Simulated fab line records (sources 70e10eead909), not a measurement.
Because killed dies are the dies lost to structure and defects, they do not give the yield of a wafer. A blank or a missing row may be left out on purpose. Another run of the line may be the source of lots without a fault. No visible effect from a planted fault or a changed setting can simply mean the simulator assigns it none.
What tool caused it?	flow nand_harc	24 lots, 72 wafers sampled, at 6 steps of a route of 1302

## WHAT THE GAUGES READ, wafer by wafer
NHARC_A_SOURCE_PLATE_INSPECT_08.
lot	measured	on	raw_defect_count
L074	day 8 00:41	defect_inspect-02	81 57 52
L075	day 8 00:41	defect_inspect-01	18 42 31
L076	day 8 19:11	defect_inspect-02	109 107 89
L077	day 8 19:11	defect_inspect-01	25 56 42
L078	day 9 11:08	defect_inspect-01	64 46 49
L079	day 9 22:31	defect_inspect-02	50 46 64
L080	day 9 22:31	defect_inspect-01	73 51 47
L081	day 10 17:05	defect_inspect-01	69 80 47
L082	day 11 02:34	defect_inspect-01	53 60 76
L083	day 11 14:30	defect_inspect-01	105 73 65
L084	day 11 22:11	defect_inspect-02	107 69 70
L085	day 12 06:04	defect_inspect-01	32 50 86
L086	day 12 12:55	defect_inspect-01	66 78 36
L087	day 12 23:53	defect_inspect-01	45 56 44
L088	day 13 18:33	defect_inspect-02	32 55 42
L089	day 13 18:33	defect_inspect-01	80 56 96
L090	day 14 10:10	defect_inspect-02	75 64 35
L091	day 14 18:15	defect_inspect-01	34 59 58
L092	day 15 07:19	defect_inspect-01	65 25 25
L093	day 15 07:19	defect_inspect-02	43 38 86
L094	day 16 04:49	defect_inspect-01	38 37 31
L095	day 16 04:49	defect_inspect-02	65 52 84
L096	day 17 03:56	defect_inspect-02	152 98 88
L097	day 17 09:30	defect_inspect-01	43 64 65

## WHICH TOOL RAN EACH LOT (tool, then ch and the chambers of the sampled wafers, then the start)
lot	NHARC_P_M0_ANNEAL_30	NHARC_P_M1_DESCUM_14	NHARC_P_M2_DESCUM_14	NHARC_P_M2_PVD_20	NHARC_P_BONDPAD_DESCUM_11
L074	rtp_anneal-01 ch 0, day 6 12:42	rie_diel-09 ch 0,1,3, day 6 15:08	rie_diel-12 ch 0,1,3, day 6 19:10	pvd_sputter-02, day 6 23:50 or earlier	rie_diel-04 ch 0,1,2, day 6 23:50
L075	rtp_anneal-01 ch 0, day 6 14:26	rie_diel-03 ch 0,1,2, day 6 16:42	rie_diel-12 ch 0,1,3, day 6 20:45	pvd_sputter-01, day 7 01:39 or earlier	rie_diel-10 ch 2,3, day 7 01:39
L076	rtp_anneal-02 ch 0, day 7 03:45	rie_diel-03 ch 0,1,3, day 7 06:21	rie_diel-12 ch 0,1,3, day 7 10:33	pvd_sputter-01, day 7 15:15 or earlier	rie_diel-10 ch 0,2,3, day 7 15:15
L077	rtp_anneal-02 ch 0, day 7 09:25	rie_diel-09 ch 1,2,3, day 7 11:45	rie_diel-13 ch 2,3, day 7 15:59	pvd_sputter-01, day 7 20:36 or earlier	rie_diel-10 ch 0,1,3, day 7 20:36
L078	rtp_anneal-01 ch 0, day 7 20:15	rie_diel-09 ch 1,3, day 7 22:41	rie_diel-12 ch 1,2,3, day 8 02:51	pvd_sputter-02, day 8 07:25 or earlier	rie_diel-01 ch 0,2,3, day 8 07:25
L079	rtp_anneal-02 ch 0, day 8 09:52	rie_diel-03 ch 1,2,3, day 8 12:10	rie_diel-13 ch 1,3, day 8 16:10	pvd_sputter-01, day 8 20:45 or earlier	rie_diel-04 ch 0,1,3, day 8 20:45
L080	rtp_anneal-01 ch 0, day 8 10:32	rie_diel-03 ch 0,2,3, day 8 12:56	rie_diel-13 ch 0,1,3, day 8 17:05	pvd_sputter-01, day 8 21:40 or earlier	rie_diel-01 ch 0,1,2, day 8 21:40
L081	rtp_anneal-01 ch 0, day 8 22:45	rie_diel-03 ch 0,1, day 9 01:14	rie_diel-02 ch 0,1,2, day 9 05:25	pvd_sputter-02, day 9 09:59 or earlier	rie_diel-10 ch 1,2, day 9 09:59
L082	rtp_anneal-01 ch 0, day 9 11:37	rie_diel-09 ch 2,3, day 9 14:01	rie_diel-13 ch 1,2,3, day 9 18:36	pvd_sputter-03, day 9 23:13 or earlier	rie_diel-10 ch 0,2,3, day 9 23:13
L083	rtp_anneal-01 ch 0, day 10 00:17	rie_diel-03 ch 0,2,3, day 10 02:34	rie_diel-12 ch 0,2,3, day 10 06:56	pvd_sputter-03, day 10 11:28 or earlier	rie_diel-04 ch 0,2,3, day 10 11:28
L084	rtp_anneal-01 ch 0, day 10 06:57	rie_diel-07 ch 1,2,3, day 10 09:13	rie_diel-12 ch 0,1,3, day 10 13:22	pvd_sputter-03, day 10 17:56 or earlier	rie_diel-04 ch 0,1,2, day 10 17:56
L085	rtp_anneal-01 ch 0, day 10 16:52	rie_diel-07 ch 0,2,3, day 10 19:31	rie_diel-12 ch 0,1,2, day 10 23:31	pvd_sputter-03, day 11 04:16 or earlier	rie_diel-01 ch 2,3, day 11 04:16
L086	rtp_anneal-02 ch 0, day 11 01:06	rie_diel-07 ch 0,2,3, day 11 03:20	rie_diel-12 ch 1,2,3, day 11 07:45	pvd_sputter-03, day 11 12:11 or earlier	rie_diel-10 ch 1,3, day 11 12:11
L087	rtp_anneal-01 ch 0, day 11 11:28	rie_diel-09 ch 0,1,3, day 11 13:47	rie_diel-13 ch 0,1, day 11 17:56	pvd_sputter-02, day 11 22:33 or earlier	rie_diel-10 ch 0,1,3, day 11 22:33
L088	rtp_anneal-01 ch 0, day 12 03:40	rie_diel-09 ch 1,2,3, day 12 05:54	rie_diel-02 ch 0,2,3, day 12 10:10	pvd_sputter-01, day 12 15:19 or earlier	rie_diel-10 ch 0,1,2, day 12 15:19
L089	rtp_anneal-02 ch 0, day 12 07:16	rie_diel-03 ch 0,1,3, day 12 09:38	rie_diel-12 ch 0,1,3, day 12 14:08	pvd_sputter-03, day 12 18:42 or earlier	rie_diel-10 ch 0,1,2, day 12 18:42
L090	rtp_anneal-02 ch 0, day 12 19:40	rie_diel-07 ch 0,1,2, day 12 22:04	rie_diel-12 ch 0,1,2, day 13 02:25	pvd_sputter-03, day 13 07:00 or earlier	rie_diel-10 ch 0,1,2, day 13 07:00
L091	rtp_anneal-01 ch 0, day 13 05:51	rie_diel-03 ch 0,2,3, day 13 08:04	rie_diel-12 ch 0,1,2, day 13 12:25	pvd_sputter-03, day 13 16:51 or earlier	rie_diel-10 ch 0,2,3, day 13 16:51
L092	rtp_anneal-01 ch 0, day 13 16:58	rie_diel-03 ch 1,2, day 13 19:28	rie_diel-13 ch 0,1,3, day 13 23:42	pvd_sputter-01, day 14 04:16 or earlier	rie_diel-10 ch 0,2,3, day 14 04:16
L093	rtp_anneal-02 ch 0, day 13 21:19	rie_diel-03 ch 0,1, day 13 23:34	rie_diel-02 ch 1,2, day 14 03:56	pvd_sputter-01, day 14 08:29 or earlier	rie_diel-10 ch 0,3, day 14 08:29
L094	rtp_anneal-01 ch 0, day 14 15:58	rie_diel-09 ch 0,1,3, day 14 18:23	rie_diel-02 ch 1,2,3, day 14 22:32	pvd_sputter-01, day 15 03:12 or earlier	rie_diel-10 ch 1,2,3, day 15 03:12
L095	rtp_anneal-01 ch 0, day 14 16:45	rie_diel-09 ch 1,2,3, day 14 19:17	rie_diel-12 ch 0,1,2, day 14 23:36	pvd_sputter-02, day 15 04:09 or earlier	rie_diel-10 ch 1,2,3, day 15 04:09
L096	rtp_anneal-02 ch 0, day 15 13:32	rie_diel-03 ch 1,2, day 15 15:56	rie_diel-02 ch 0,2, day 15 20:07	pvd_sputter-01, day 16 00:32 or earlier	rie_diel-01 ch 0,2,3, day 16 00:32
L097	rtp_anneal-02 ch 0, day 15 21:29	rie_diel-09 ch 0,1, day 15 23:40	rie_diel-13 ch 1,3, day 16 03:51	pvd_sputter-01, day 16 08:27 or earlier	rie_diel-01 ch 1,3, day 16 08:27
- NHARC_P_M0_ANNEAL_30: time 90 s.
- NHARC_P_M1_DESCUM_14: chemistry O2, time 3 s.
- NHARC_P_M2_DESCUM_14: chemistry O2, time 3 s.
- NHARC_P_M2_PVD_20: deposits TaN, target thk 5 nm, time 8.06 s.
- NHARC_P_BONDPAD_DESCUM_11: chemistry O2, time 3 s.

## AS READ BY THE TOOLS THEMSELVES (means over the sampled wafers that have a number; for cases with no such wafer, the mark the record gives instead)
NHARC_P_M0_ANNEAL_30.
lot	tool	wafer_temp_C_max
L074	rtp_anneal-01	226.3
L075	rtp_anneal-01	226.2
L076	rtp_anneal-02	225.6
L077	rtp_anneal-02	225.5
L078	rtp_anneal-01	226.0
L079	rtp_anneal-02	225.5
L080	rtp_anneal-01	226.4
L081	rtp_anneal-01	226.2
L082	rtp_anneal-01	226.4
L083	rtp_anneal-01	226.1
L084	rtp_anneal-01	226.0
L085	rtp_anneal-01	226.1
L086	rtp_anneal-02	225.3
L087	rtp_anneal-01	226.1
L088	rtp_anneal-01	226.4
L089	rtp_anneal-02	225.3
L090	rtp_anneal-02	225.7
L091	rtp_anneal-01	226.3
L092	rtp_anneal-01	226.2
L093	rtp_anneal-02	225.7
L094	rtp_anneal-01	226.3
L095	rtp_anneal-01	226.1
L096	rtp_anneal-02	225.8
L097	rtp_anneal-02	225.4

NHARC_P_M1_DESCUM_14.
lot	tool	drypump_motor_current_A (A)	o2_flow_sccm (sccm)	oes_product_au (a.u.)	rf_vpp_V (V)	showerhead_plenum_p_Torr (Torr)	throttle_valve_pct (%)
L074	rie_diel-09	5.7	199.4	0.997	57.9	1.84	11.309
L075	rie_diel-03	5.6	199.9	0.996	57.6	1.89	11.307
L076	rie_diel-03	5.6	199.5	1.009	57.8	1.85	11.313
L077	rie_diel-09	5.5	200.1	1.008	57.9	1.87	11.307
L078	rie_diel-09	5.3	200.2	0.997	57.4	1.80	11.302
L079	rie_diel-03	5.8	199.9	1.010	57.8	1.88	11.321
L080	rie_diel-03	5.6	200.5	1.003	58.3	1.91	11.316
L081	rie_diel-03	5.6	199.5	1.000	57.2	1.82	11.312
L082	rie_diel-09	5.6	200.6	0.999	57.8	1.95	11.321
L083	rie_diel-03	5.6	200.4	1.005	58.1	1.91	11.320
L084	rie_diel-07	5.2	199.3	1.001	58.4	1.96	11.315
L085	rie_diel-07	5.5	200.5	0.998	58.4	1.98	11.306
L086	rie_diel-07	5.5	200.2	0.996	56.8	1.98	11.316
L087	rie_diel-09	5.7	200.3	0.991	57.0	1.84	11.310
L088	rie_diel-09	5.5	199.8	0.999	57.6	1.87	11.305
L089	rie_diel-03	5.6	200.5	1.002	57.0	1.85	11.312
L090	rie_diel-07	5.5	199.8	0.993	58.4	2.00	11.311
L091	rie_diel-03	5.6	200.4	1.000	57.2	1.91	11.306
L092	rie_diel-03	5.8	199.7	0.993	58.3	1.85	11.314
L093	rie_diel-03	5.4	199.8	0.998	57.5	1.86	11.313
L094	rie_diel-09	5.7	200.0	0.992	58.1	1.84	11.316
L095	rie_diel-09	5.5	200.4	0.992	56.8	1.87	11.317
L096	rie_diel-03	5.8	199.9	0.999	58.1	1.91	11.305
L097	rie_diel-09	5.9	199.8	0.989	57.7	1.89	11.311

NHARC_P_M2_DESCUM_14.
lot	tool	drypump_motor_current_A (A)	o2_flow_sccm (sccm)	oes_product_au (a.u.)	rf_vpp_V (V)	showerhead_plenum_p_Torr (Torr)	throttle_valve_pct (%)
L074	rie_diel-12	5.4	200.1	1.006	56.9	1.87	11.319
L075	rie_diel-12	5.4	200.4	1.004	59.1	1.87	11.307
L076	rie_diel-12	5.4	200.3	1.007	58.0	1.87	11.313
L077	rie_diel-13	5.3	199.7	1.010	57.1	1.89	11.311
L078	rie_diel-12	5.4	199.7	1.009	57.2	1.85	11.304
L079	rie_diel-13	5.8	199.5	1.005	56.9	1.90	11.318
L080	rie_diel-13	5.8	199.7	0.995	57.7	1.85	11.310
L081	rie_diel-02	6.1	199.9	1.004	58.0	1.93	11.307
L082	rie_diel-13	5.7	200.2	0.999	57.5	1.88	11.315
L083	rie_diel-12	5.4	200.0	1.003	58.3	1.87	11.299
L084	rie_diel-12	5.4	199.9	1.006	57.5	1.87	11.307
L085	rie_diel-12	5.5	199.5	1.004	57.5	1.89	11.311
L086	rie_diel-12	5.5	199.9	1.005	58.1	1.85	11.308
L087	rie_diel-13	6.1	199.3	0.999	57.8	1.82	11.320
L088	rie_diel-02	6.0	199.9	0.995	58.3	1.91	11.303
L089	rie_diel-12	5.4	200.3	1.005	57.7	1.87	11.307
L090	rie_diel-12	5.5	200.2	1.012	57.7	1.89	11.307
L091	rie_diel-12	5.5	199.9	1.002	57.5	1.89	11.305
L092	rie_diel-13	5.8	199.7	0.995	56.8	1.85	11.306
L093	rie_diel-02	6.5	199.9	1.000	58.7	1.92	11.305
L094	rie_diel-02	6.2	200.3	1.009	57.8	1.89	11.310
L095	rie_diel-12	5.5	200.5	1.006	57.6	1.89	11.313
L096	rie_diel-02	6.3	200.1	0.983	58.1	1.94	11.309
L097	rie_diel-13	6.1	200.4	0.995	58.0	1.87	11.306

NHARC_P_M2_PVD_20.
lot	tool	throttle_valve_pct (%)
L074	pvd_sputter-02	30.3
L075	pvd_sputter-01	29.9
L076	pvd_sputter-01	29.9
L077	pvd_sputter-01	29.4
L078	pvd_sputter-02	30.4
L079	pvd_sputter-01	29.2
L080	pvd_sputter-01	29.2
L081	pvd_sputter-02	30.3
L082	pvd_sputter-03	30.3
L083	pvd_sputter-03	29.9
L084	pvd_sputter-03	30.0
L085	pvd_sputter-03	29.8
L086	pvd_sputter-03	29.6
L087	pvd_sputter-02	30.0
L088	pvd_sputter-01	29.8
L089	pvd_sputter-03	29.9
L090	pvd_sputter-03	30.0
L091	pvd_sputter-03	30.1
L092	pvd_sputter-01	30.1
L093	pvd_sputter-01	30.3
L094	pvd_sputter-01	30.0
L095	pvd_sputter-02	29.9
L096	pvd_sputter-01	30.1
L097	pvd_sputter-01	29.4

NHARC_P_BONDPAD_DESCUM_11.
lot	tool	drypump_motor_current_A (A)	o2_flow_sccm (sccm)	oes_product_au (a.u.)	rf_vpp_V (V)	showerhead_plenum_p_Torr (Torr)	throttle_valve_pct (%)
L074	rie_diel-04	5.8	200.0	0.998	57.7	1.93	11.313
L075	rie_diel-10	5.8	200.2	1.010	58.7	1.98	11.314
L076	rie_diel-10	5.5	200.5	1.010	58.2	2.00	11.317
L077	rie_diel-10	5.4	200.3	0.998	58.7	2.03	11.300
L078	rie_diel-01	5.6	200.1	0.991	57.0	1.91	11.311
L079	rie_diel-04	5.3	200.4	1.003	57.3	1.92	11.311
L080	rie_diel-01	5.7	200.4	0.990	58.1	1.96	11.307
L081	rie_diel-10	5.9	199.6	1.000	58.3	2.01	11.318
L082	rie_diel-10	5.5	199.5	1.004	58.1	2.00	11.314
L083	rie_diel-04	5.7	200.0	1.005	57.9	1.90	11.315
L084	rie_diel-04	5.8	200.2	0.995	58.4	1.93	11.314
L085	rie_diel-01	5.3	199.8	0.997	57.7	1.82	11.307
L086	rie_diel-10	5.6	200.6	0.990	57.9	2.04	11.312
L087	rie_diel-10	5.4	200.8	0.995	58.8	2.03	11.312
L088	rie_diel-10	5.6	200.1	0.988	58.2	1.99	11.317
L089	rie_diel-10	5.6	199.4	0.998	57.8	1.99	11.308
L090	rie_diel-10	5.7	199.9	1.003	58.6	1.99	11.309
L091	rie_diel-10	5.5	199.5	0.998	58.9	2.00	11.313
L092	rie_diel-10	5.5	199.9	1.006	58.2	2.00	11.313
L093	rie_diel-10	5.2	199.7	1.001	58.6	2.02	11.312
L094	rie_diel-10	5.7	199.7	0.997	58.6	2.01	11.309
L095	rie_diel-10	5.7	199.9	0.991	57.9	2.01	11.322
L096	rie_diel-01	5.6	200.0	0.997	58.1	1.91	11.313
L097	rie_diel-01	5.3	199.6	1.001	57.6	1.83	11.321

## THE ANSWER, worked out from the rows above alone
Rule: what is usual is taken from the lots themselves. The widest of any qualifying gaps counts: lots, ordered by their means at a reading, are off when they make up no more than a third of the lots, leave a main group of 4 or more, and stand apart from it by 3 or more times the standard deviation of that group's means. If all means in a main group match to the digits the tables above print for the reading, that group is not used. A lot without any number at a reading at which 4 lots or more have one is off too. All remaining lots with rows at the step are treated as sound. First the gauges in route order, then the tools' own readings, where a lot's mean is used as printed above. At the first step where some lot is off, the reading lying furthest off is the one used; lots without a number count as furthest.
No lot is off at any reading shown: from this, nothing can be told.

## WHAT THE SIMULATOR PUT IN
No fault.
